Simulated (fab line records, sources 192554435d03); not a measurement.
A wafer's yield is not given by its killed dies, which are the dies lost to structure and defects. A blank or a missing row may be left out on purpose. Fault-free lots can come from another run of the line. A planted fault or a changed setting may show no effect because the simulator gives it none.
Comparing a struck lot with a sound one | flow n5 finfet | 19 steps out of a route of 1938
Sound: the wafers L297.1, L297.2, L297.5. Struck: wafer L307.2 (left out: L307.4, a lot-mate that was not struck); the cause follows at the end.
At each step with rows: each side's tool, then ch and its chambers, then its first start. Under that, the readings that differ: sound wafers | struck wafers | difference of the means | sigmas: that difference in standard deviations of wafers without a fault.
alike: a reading whose means differ by less than 2 such deviations, as well as words and numbers matching on both sides. not compared: withheld readings; readings where some wafer has no value; bounds like >300 that might hide an equal value; numbers whose values overlap and for which the record gives no deviation.
A row with sigmas, a row that says differs or no value, or rows on one side alone: a step with any of these is where the two part. Numbers that have no deviation but don't overlap get no sigmas and don't part them. Lack of a reading on every wafer of one side parts them only where that side has two or more wafers.

N5_PASSIVATION_AL_ETCH_33: etches Al in Cl2/BCl3, stops on TaN, target depth 2800 nm, time 466.7 s.
  sound on rie metal-01 ch 0,1, day 12 23:01; struck on rie metal-03 ch 0, day 16 20:05
  reading                      | sound       | struck | difference | sigmas
  he backside leak sccm (sccm) | 3.4 3.3 6.6 | 3.2    | -1.2       | -3
  alike: drypump motor current A, oes product au, throttle valve pct
  not compared: rf hours counter h
N5_PASSIVATION_ETCH_59: etches TaN in Cl2/BCl3, target depth 65 nm, time 34.9 s.
  sound on rie metal-01 ch 0,1, day 12 23:25; struck on rie metal-03 ch 0, day 16 20:29
  alike: drypump motor current A, he backside leak sccm, oes product au, throttle valve pct
  not compared: rf hours counter h
N5_PASSIVATION_STRIP_34: strips in O2.
  sound on rie diel-02 ch 0,2,3, day 12 23:32; struck on rie diel-02 ch 3, day 16 20:44
  alike: drypump motor current A, o2 flow sccm, oes product au, rf vpp V, showerhead plenum p Torr, throttle valve pct
  not compared: rf hours counter h
then, 4 steps without rows for these wafers: N5_PASSIVATION_STRIP_51 (strips in post etch residue remover, time 1200 s); N5_PASSIVATION_CLEAN_69 (cleans in IPA, time 180 s); N5_PASSIVATION_SRD_70 (time 30 s); N5_PASSIVATION_PECVD_53 (deposits SiO2 from TEOS/O2, target thk 800 nm, time 169.4 s).
N5_PASSIVATION_PECVD_35: deposits SiNx from SiH4/NH3/N2, target thk 700 nm, time 151.3 s.
  sound on pecvd-03 ch 0,2, day 13 00:08; struck on pecvd-03 ch 2, day 16 21:20
  alike: heater power w, showerhead plenum p Torr, throttle valve pct
then, 4 steps without rows for these wafers: N5_PASSIVATION_HMDS_37 (time 60 s); N5_PASSIVATION_COAT_38; N5_PASSIVATION_EBR_40; N5_PASSIVATION_SOFTBAKE_39 (time 120 s).
N5_PASSIVATION_EXPOSE_41: exposes mask PASS OPEN, defocus 0 nm, target cd 40000 nm.
  sound on krf scanner-02 ch 0, day 13 00:32; struck on krf scanner-01 ch 0, day 16 21:36
  alike: mask
then, 3 steps without rows for these wafers: N5_PASSIVATION_PEB_42; N5_PASSIVATION_DEVELOP_43 (develop time 60 s); N5_PASSIVATION_HARDBAKE_45 (time 120 s).
N5_PASSIVATION_CD_MEAS_44: the cd target is 40000 nm.
  sound on cd sem-02 ch 0, day 13 00:43; struck on cd sem-03 ch 0, day 16 21:46
  reading    | sound             | struck | difference | sigmas
  cd nm (nm) | 39992 40002 39998 | 40038  | +41        | +6
N5_PASSIVATION_OVL_MEAS_66:
  sound on overlay-01 ch 0, day 13 00:44; struck on overlay-02 ch 0, day 16 21:48
  alike: PASS_OPEN_OVL
N5_PASSIVATION_PROBE_49:
  sound on prober-01, day 13 04:06; struck on prober-02, day 17 01:11
  reading               | sound       | struck | difference | sigmas
  sort_bin_6_memory (%) | 3.9 3.1 4.0 | 2.4    | -1.3       | -2
  alike: defect limited yield, killed_at_M0_to_M3, killed_at_M4_up, killed at contacts, killed at front end, killed at other, killed dies, killed open, killed short, sort_bin_5_function, sort_bin_8_speed, sort n pass, sort yield pct

WHERE THEY PART
At N5_PASSIVATION_AL_ETCH_33 first; at N5_PASSIVATION_PROBE_49 last (within this record only).

WHY: the cause the simulator had injected
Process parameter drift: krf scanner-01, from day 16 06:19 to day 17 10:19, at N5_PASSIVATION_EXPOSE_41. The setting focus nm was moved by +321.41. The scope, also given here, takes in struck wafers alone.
